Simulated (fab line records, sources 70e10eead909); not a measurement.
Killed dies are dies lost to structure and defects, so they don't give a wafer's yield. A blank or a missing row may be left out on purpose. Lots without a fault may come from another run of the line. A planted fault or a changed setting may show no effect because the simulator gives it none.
Chamber matching | flow nand_harc | NHARC_A_SLIT_DESCUM_14 on rie_diel-13: 4 sister chambers
The step chemistry O2, time 3 s. 22 wafers are shown with their chamber, then 11 later ones without.

WAFERS WITH THEIR CHAMBER
wafer  | chamber | drypump_motor_current_A (A) | oes_product_au (a.u.) | rf_vpp_V (V)
L075.1 | 0       | 6.2                         | 0.999                 | 58.0
L075.5 | 1       | 6.3                         | 1.007                 | 56.9
L075.6 | 3       | 6.1                         | 1.004                 | 57.5
L076.1 | 3       | 6.1                         | 1.010                 | 58.9
L076.2 | 0       | 6.2                         | 1.008                 | 58.6
L076.3 | 1       | 6.3                         | 1.002                 | 58.0
L077.2 | 0       | 6.2                         | 1.006                 | 57.7
L077.3 | 3       | 6.1                         | 1.017                 | 57.3
L077.4 | 2       | 5.8                         | 0.990                 | 58.7
L078.1 | 3       | 6.1                         | 1.010                 | 58.4
L078.2 | 0       | 6.2                         | 1.000                 | 56.9
L078.6 | 0       | 6.2                         | 0.990                 | 59.6
L079.1 | 0       | 6.2                         | 1.000                 | 57.3
L079.2 | 1       | 6.3                         | 1.013                 | 58.8
L079.6 | 2       | 5.8                         | 0.999                 | 57.4
L081.1 | 2       | 5.9                         | 1.002                 | 58.9
L081.5 | 0       | 6.2                         | 0.997                 | 56.8
L081.6 | 3       | 6.1                         | 1.003                 | 58.9
L086.2 | 2       | 5.9                         | 0.990                 | 57.4
L086.4 | 3       | 6.1                         | 1.006                 | 58.5
L086.6 | 1       | 6.3                         | 1.005                 | 57.7
L083.2 | 0       | 6.2                         | 1.003                 | 56.4

SIGNATURES (means of the wafers above)
reading                 | chamber 0 | chamber 1 | chamber 2 | chamber 3 | scatter within a chamber
drypump_motor_current_A | 6.200     | 6.300     | 5.850     | 6.100     | 0.0236
oes_product_au          | 1.00038   | 1.00675   | 0.99525   | 1.00833   | 0.00543
rf_vpp_V                | 57.663    | 57.850    | 58.100    | 58.250    | 0.883
Rule: a wafer's distance from a chamber is the root of the sum, over the readings, of the square of ((its reading less the chamber's mean) divided by the reading's scatter). The wafer belongs to the nearest chamber; if the next one is less than 2 further off, it can't be placed. The scatter: the root of (the sum of the squares of (reading less its chamber's mean) over the shown wafers, divided by (wafers less chambers)).

WAFERS WITHOUT THEIR CHAMBER
wafer  | drypump_motor_current_A (A) | oes_product_au (a.u.) | rf_vpp_V (V)
L083.3 | 6.1                         | 1.008                 | 57.7
L083.4 | 6.2                         | 1.007                 | 59.1
L087.1 | 6.3                         | 0.999                 | 57.4
L087.2 | 6.2                         | 0.985                 | 59.0
L087.3 | 6.1                         | 1.011                 | 56.9
L092.2 | 6.3                         | 0.998                 | 57.9
L092.3 | 6.1                         | 1.010                 | 58.2
L092.4 | 5.8                         | 0.999                 | 56.7
L095.1 | 6.2                         | 0.990                 | 57.4
L095.4 | 5.8                         | 0.995                 | 58.0
L095.6 | 6.3                         | 1.000                 | 57.4

WHICH CHAMBER EACH WENT THROUGH
wafer  | from the rows above | in truth
L083.3 | 3                   | 3
L083.4 | 0                   | 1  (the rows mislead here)
L087.1 | 1                   | 1
L087.2 | 0                   | 0
L087.3 | 3                   | 3
L092.2 | 1                   | 1
L092.3 | 3                   | 3
L092.4 | 2                   | 2
L095.1 | 0                   | 0
L095.4 | 2                   | 2
L095.6 | 1                   | 1
Placed correctly: 10 of 11. Can't be placed from these rows: 0. Placed wrongly: 1.
